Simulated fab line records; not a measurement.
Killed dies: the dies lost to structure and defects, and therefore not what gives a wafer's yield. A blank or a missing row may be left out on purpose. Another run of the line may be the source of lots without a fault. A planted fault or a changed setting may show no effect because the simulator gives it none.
Matching of chambers -- flow nand_harc -- NHARC_A_STAIRCASE_TRIM_20 on rie_diel-08 has 4 sister chambers
The step chemistry O2, time 211.2 s. 14 wafers are shown with their chamber, then 7 later ones without.

== WAFERS WITH THEIR CHAMBER ==
wafer,chamber,drypump_motor_current_A (A),showerhead_plenum_p_Torr (Torr),oes_product_au (a.u.)
L075.1,3,5.1,3.62,0.997
L075.4,2,6.3,3.55,1.033
L075.5,0,6.1,3.81,1.016
L076.1,0,6.1,3.81,1.012
L076.4,2,6.3,3.55,1.020
L076.5,0,6.1,3.81,1.014
L085.2,3,5.1,3.60,0.985
L085.3,2,6.3,3.53,1.019
L085.6,2,6.3,3.53,1.021
L088.2,0,6.1,3.78,1.001
L088.5,2,6.3,3.52,1.012
L088.6,3,5.1,3.59,0.986
L089.2,0,6.0,3.78,1.020
L089.4,1,5.5,3.54,0.985

SIGNATURES, as means of the wafers listed above
reading,chamber 0,chamber 1,chamber 2,chamber 3,scatter within a chamber
drypump_motor_current_A,6.080,5.500,6.300,5.100,0.0283
showerhead_plenum_p_Torr,3.7980,3.5400,3.5360,3.6033,0.0151
oes_product_au,1.01260,0.98500,1.02100,0.98933,0.00722
Rule: a wafer lies at a distance from a chamber equal to the root of the sum of squares, over the readings, of (its reading less the chamber's mean, divided by the reading's scatter). The wafer belongs to the nearest chamber; if the next one is less than 2 further off, it can't be placed. The scatter is the square root of a quotient: the sum, over the shown wafers, of each reading's squared deviation from its chamber's mean, divided by wafers minus chambers.

== WAFERS WITHOUT THEIR CHAMBER ==
wafer,drypump_motor_current_A (A),showerhead_plenum_p_Torr (Torr),oes_product_au (a.u.)
L089.5,5.1,3.59,0.998
L091.2,5.5,3.53,0.994
L091.3,6.1,3.78,1.021
L091.4,5.1,3.59,0.995
L095.1,5.1,3.58,1.000
L095.2,5.5,3.53,0.990
L095.6,6.1,3.77,1.013

== CHAMBER TAKEN BY EACH ==
wafer,from the rows above,in truth
L089.5,3,3
L091.2,1,1
L091.3,0,0
L091.4,3,3
L095.1,3,3
L095.2,1,1
L095.6,0,0
7 of 7 placed correctly. Can't be placed from these rows: 0. Number placed wrongly: 0.
